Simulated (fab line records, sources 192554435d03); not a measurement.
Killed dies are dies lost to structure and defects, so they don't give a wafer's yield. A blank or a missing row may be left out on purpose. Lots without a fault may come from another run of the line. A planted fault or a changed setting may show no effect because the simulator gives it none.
Chamber matching | flow n5_finfet | N5_BEOL_M0_SAQP_ETCH_106 on rie_diel-02: 4 sister chambers
The step etches SOC in N2/H2, stops on SiNx, target depth 150 nm. 14 wafers are shown with their chamber, then 7 later ones without.

WAFERS WITH THEIR CHAMBER
wafer  | chamber | showerhead_plenum_p_Torr (Torr) | throttle_valve_pct (%) | oes_product_au (a.u.)
L075.1 | 3       | 2.52                            | 18.34                  | 0.70
L075.3 | 2       | 2.66                            | 18.08                  | 0.75
L075.5 | 2       | 2.66                            | 18.08                  | 0.75
L076.1 | 2       | 2.66                            | 18.09                  | 0.75
L076.3 | 3       | 2.51                            | 18.35                  | 0.70
L076.5 | 2       | 2.66                            | 18.07                  | 0.75
L087.1 | 2       | 2.65                            | 18.11                  | 0.73
L087.3 | 3       | 2.50                            | 18.39                  | 0.68
L087.6 | 2       | 2.65                            | 18.11                  | 0.73
L091.2 | 3       | 2.50                            | 18.39                  | 0.68
L091.3 | 2       | 2.64                            | 18.14                  | 0.73
L091.4 | 1       | 2.41                            | 18.12                  | 0.70
L092.2 | 0       | 2.62                            | 17.64                  | 0.93
L092.5 | 2       | 2.64                            | 18.15                  | 0.72

SIGNATURES (means of the wafers above)
reading                  | chamber 0 | chamber 1 | chamber 2 | chamber 3 | scatter within a chamber
showerhead_plenum_p_Torr | 2.6200    | 2.4100    | 2.6525    | 2.5075    | 0.00908
throttle_valve_pct       | 17.6400   | 18.1200   | 18.1037   | 18.3675   | 0.0284
oes_product_au           | 0.9300    | 0.7000    | 0.7388    | 0.6900    | 0.0122
Rule: a wafer's distance from a chamber is the root of the sum, over the readings, of the square of ((its reading less the chamber's mean) divided by the reading's scatter). The wafer belongs to the nearest chamber; if the next one is less than 2 further off, it can't be placed. The scatter: the root of (the sum of the squares of (reading less its chamber's mean) over the shown wafers, divided by (wafers less chambers)).

WAFERS WITHOUT THEIR CHAMBER
wafer  | showerhead_plenum_p_Torr (Torr) | throttle_valve_pct (%) | oes_product_au (a.u.)
L092.6 | 2.41                            | 18.16                  | 0.68
L094.1 | 2.50                            | 18.41                  | 0.67
L094.4 | 2.41                            | 18.14                  | 0.68
L094.6 | 2.41                            | 18.15                  | 0.69
L096.1 | 2.62                            | 17.64                  | 0.93
L096.3 | 2.41                            | 18.16                  | 0.70
L096.4 | 2.64                            | 18.14                  | 0.72

WHICH CHAMBER EACH WENT THROUGH
wafer  | from the rows above | in truth
L092.6 | 1                   | 1
L094.1 | 3                   | 3
L094.4 | 1                   | 1
L094.6 | 1                   | 1
L096.1 | 0                   | 0
L096.3 | 1                   | 1
L096.4 | 2                   | 2
Placed correctly: 7 of 7. Can't be placed from these rows: 0. Placed wrongly: 0.
